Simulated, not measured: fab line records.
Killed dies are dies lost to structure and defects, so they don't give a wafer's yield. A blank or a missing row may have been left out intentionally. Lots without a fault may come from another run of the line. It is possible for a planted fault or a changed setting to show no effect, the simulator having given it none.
A single fault, viewed from 2 desks + flow n5_finfet + only its own numbers are on each desk; what lay behind them is given at the end
Where a reading is given only as a bound, like >300, the bound stands for it, and a mean or a difference that rests on one is marked > or <: the true number lies beyond.

THE DEFECT DESK
Per lot, the means of the sampled wafers with a number show what the inspections along the route counted. Marked OUT: a lot whose mean sits more than 4 standard deviations from the usual mean, which makes it out of limits; the brackets give that distance.
Columns: A = raw_defect_count at N5_DUMMY_GATE_INSPECT_27, usual 298; B = raw_defect_count at N5_SPACER0_INSPECT_04, usual 136; C = raw_defect_count at N5_SD_EPI_N_INSPECT_11, usual 2.2; D = raw_defect_count at N5_SD_EPI_N_INSPECT_26, usual 203
| lot  | first seen here | A              | B             | C                      | D             |
|------|-----------------|----------------|---------------|------------------------|---------------|
| L741 | day 3 20:20     | 223            | 94            | 1.0                    | 171           |
| L745 | day 4 11:47     | 284            | 134           | 3.7                    | 198           |
| L749 | day 5 14:14     | 899 (+7.8) OUT | 766 (+20) OUT | >300 (+99 or more) OUT | 836 (+17) OUT |
| L750 | day 6 02:58     | 995 (+9.0) OUT | 821 (+21) OUT | >300 (+99 or more) OUT | 885 (+18) OUT |
| L755 | day 7 00:43     | 406            | 193           | 1.7                    | 257           |
| L757 | day 7 17:23     | 270            | 109           | 1.0                    | 153           |
| L759 | day 8 00:43     | 173            | 89            | 1.0                    | 224           |
| L761 | day 8 15:20     | 265            | 118           | 2.3                    | 189           |
This desk's finding: out of limits on L749, L750; first on L749, day 5 14:14 (raw_defect_count at N5_DUMMY_GATE_INSPECT_27). Within limits: L741, L745, L755, L757, L759, L761.

THE METROLOGY DESK
Lot by lot, what the gauges showed, no matter which tool ran the lot: averages of those sampled wafers that carry a number. Marked OUT: a lot whose mean sits more than 4 standard deviations from the usual mean, which makes it out of limits; the brackets give that distance. It has 10 readings; the 7 that lie furthest out on some lot are the ones shown.
Columns: A = DIBL_N at N5_BEOL_M4_RC_MEAS_101, usual 35.9 mV/V; B = DIBL_P at N5_BEOL_M4_RC_MEAS_101, usual 35.6 mV/V; C = IOFF_N at N5_BEOL_M4_RC_MEAS_101, usual 0.149 nA/um; D = IOFF_P at N5_BEOL_M4_RC_MEAS_101, usual 0.20 nA/um; E = ION_N at N5_BEOL_M4_RC_MEAS_101, usual 671 uA/um; F = ION_P at N5_BEOL_M4_RC_MEAS_101, usual 460 uA/um; G = VT_N at N5_BEOL_M4_RC_MEAS_101, usual 251 mV
| lot  | first seen here | A    | B    | C     | D    | E   | F   | G   |
|------|-----------------|------|------|-------|------|-----|-----|-----|
| L741 | day 8 12:00     | 34.8 | 37.0 | 0.149 | 0.19 | 672 | 457 | 255 |
| L745 | day 9 04:26     | 36.2 | 37.0 | 0.149 | 0.18 | 664 | 452 | 251 |
| L749 | day 10 14:43    | 37.8 | 38.6 | 0.195 | 0.23 | 686 | 466 | 246 |
| L750 | day 10 20:29    | 35.9 | 34.7 | 0.147 | 0.23 | 662 | 463 | 251 |
| L755 | day 11 17:46    | 36.5 | 34.7 | 0.133 | 0.18 | 666 | 457 | 252 |
| L757 | day 12 13:02    | 35.5 | 35.0 | 0.125 | 0.17 | 669 | 458 | 253 |
| L759 | day 12 19:22    | 35.2 | 34.5 | 0.131 | 0.19 | 662 | 457 | 253 |
| L761 | day 13 12:37    | 38.2 | 37.2 | 0.190 | 0.25 | 687 | 470 | 247 |
This desk's finding: nothing out of limits on any of the 8 lots.

TAKEN TOGETHER
The defect desk could have raised an alarm at day 5 14:14, on L749, L750.
From the metrology desk's view, nothing was out of limits.
The metrology desk has L749, L750 on record, within its limits.
Every lot named ran N5_DUMMY_GATE_PRECLEAN_25 on wet_bench-04.

WHAT HAD BEEN PUT IN BY THE SIMULATOR
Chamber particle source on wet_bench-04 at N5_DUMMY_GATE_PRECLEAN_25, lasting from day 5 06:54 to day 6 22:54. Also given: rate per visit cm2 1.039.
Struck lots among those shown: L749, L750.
Hours from the fault's start to each desk's first reading out of limits: the defect desk, 7.
